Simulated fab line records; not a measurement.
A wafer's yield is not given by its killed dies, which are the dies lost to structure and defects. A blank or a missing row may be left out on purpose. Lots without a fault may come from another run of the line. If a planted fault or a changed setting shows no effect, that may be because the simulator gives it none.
Struck lot and sound lot, side by side ; flow n5Finfet ; 37 steps out of a route of 1938
Sound: these wafers, L182.1, L182.3, L182.6. Struck: wafers L183.1, L183.5, L183.6. The cause comes at the end.
Per side, at each step with rows, come the tool, then ch with its chambers, and then its first start. Under that, the readings that differ: sound wafers ; struck wafers ; difference of the means ; sigmas: that difference in standard deviations of wafers without a fault.
alike: readings whose means differ by less than 2 such deviations, and words and numbers that are the same on both sides. not compared: withheld readings, readings that some wafer has no value for, bounds like >300 that may hide the same value, and numbers for which the record gives no deviation and whose values overlap.
A row with sigmas, a row that says differs or no value, or rows on one side alone: a step with any of these is where the two part. Numbers that have no deviation but don't overlap get no sigmas and don't part them. A reading missing from all wafers of one side parts the sides only when that side holds two or more wafers.

first, 9 steps without rows for these wafers: N5_PASSIVATION_EBR_06; N5_PASSIVATION_SOFTBAKE_05 (time 90 s); N5_PASSIVATION_EXPOSE_07 (exposes mask TV, defocus 0 nm, target cd 3000 nm); N5_PASSIVATION_PEB_08; N5_PASSIVATION_DEVELOP_09 (develop time 60 s); N5_PASSIVATION_HARDBAKE_11 (time 120 s); N5_PASSIVATION_DESCUM_12 (chemistry O2, time 7.9 s); N5_PASSIVATION_PASS_ETCH_74 (etches SiNx in CF4/O2, target depth 220 nm, time 110 s); N5_PASSIVATION_VIA_ETCH_13 (etches SiO2 in CHF3/O2, target depth 660 nm, time 330 s).
N5_PASSIVATION_STRIP_14: strips in O2.
  sound on rieDiel-02 ch 0,1,2, day 17 22:30; struck on rieDiel-05 ch 0,1,2, day 17 22:49
  alike: drypumpMotorCurrentA, o2FlowSccm, oesProductAu, rfVppV, showerheadPlenumPTorr, throttleValvePct
  not compared: rfHoursCounterH
then, 26 steps without rows for these wafers: N5_PASSIVATION_ETCH_15 (etches SiCN in CF4/N2, target depth 75 nm, time 81.2 s); N5_PASSIVATION_STRIP_73 (strips in post etch residue remover, time 60 s); N5_PASSIVATION_SRD_17 (time 30 s, dry time 30 s); N5_PASSIVATION_DEGAS_18 (time 60 s); N5_PASSIVATION_PRE_CLEAN_19; N5_PASSIVATION_SPUTTER_20 (material TaN, target thk 50 nm); N5_PASSIVATION_AL_DEP_21 (deposits Al, target thk 2800 nm, time 170 s); N5_PASSIVATION_HMDS_23 (time 60 s); N5_PASSIVATION_COAT_24; N5_PASSIVATION_EBR_26; N5_PASSIVATION_SOFTBAKE_25 (time 90 s); N5_PASSIVATION_EXPOSE_27 (exposes mask PAD, defocus 0 nm); N5_PASSIVATION_PEB_28; N5_PASSIVATION_DEVELOP_29 (develop time 60 s); N5_PASSIVATION_HARDBAKE_31 (time 120 s); N5_PASSIVATION_DESCUM_32 (chemistry O2, time 7.9 s); N5_PASSIVATION_AL_ETCH_33 (etches Al in Cl2/BCl3, stops on TaN, target depth 2800 nm, time 466.7 s); N5_PASSIVATION_ETCH_59 (etches TaN in Cl2/BCl3, target depth 65 nm, time 34.9 s); N5_PASSIVATION_STRIP_34 (strips in O2); N5_PASSIVATION_STRIP_51 (strips in post etch residue remover, time 1200 s); N5_PASSIVATION_CLEAN_69 (cleans in IPA, time 180 s); N5_PASSIVATION_SRD_70 (time 30 s); N5_PASSIVATION_PECVD_53 (deposits SiO2 from TEOS/O2, target thk 800 nm, time 169.4 s); N5_PASSIVATION_PECVD_35 (deposits SiNx from SiH4/NH3/N2, target thk 700 nm, time 151.3 s); N5_PASSIVATION_HMDS_37 (time 60 s); N5_PASSIVATION_COAT_38.
N5_PASSIVATION_PROBE_49:
  only the struck wafers here have rows in the record (prober-02, day 18 05:07); the sound ones have none

## WHERE THEY PART
Within this record, at N5_PASSIVATION_PROBE_49 only.

WHY: what the simulator had put in
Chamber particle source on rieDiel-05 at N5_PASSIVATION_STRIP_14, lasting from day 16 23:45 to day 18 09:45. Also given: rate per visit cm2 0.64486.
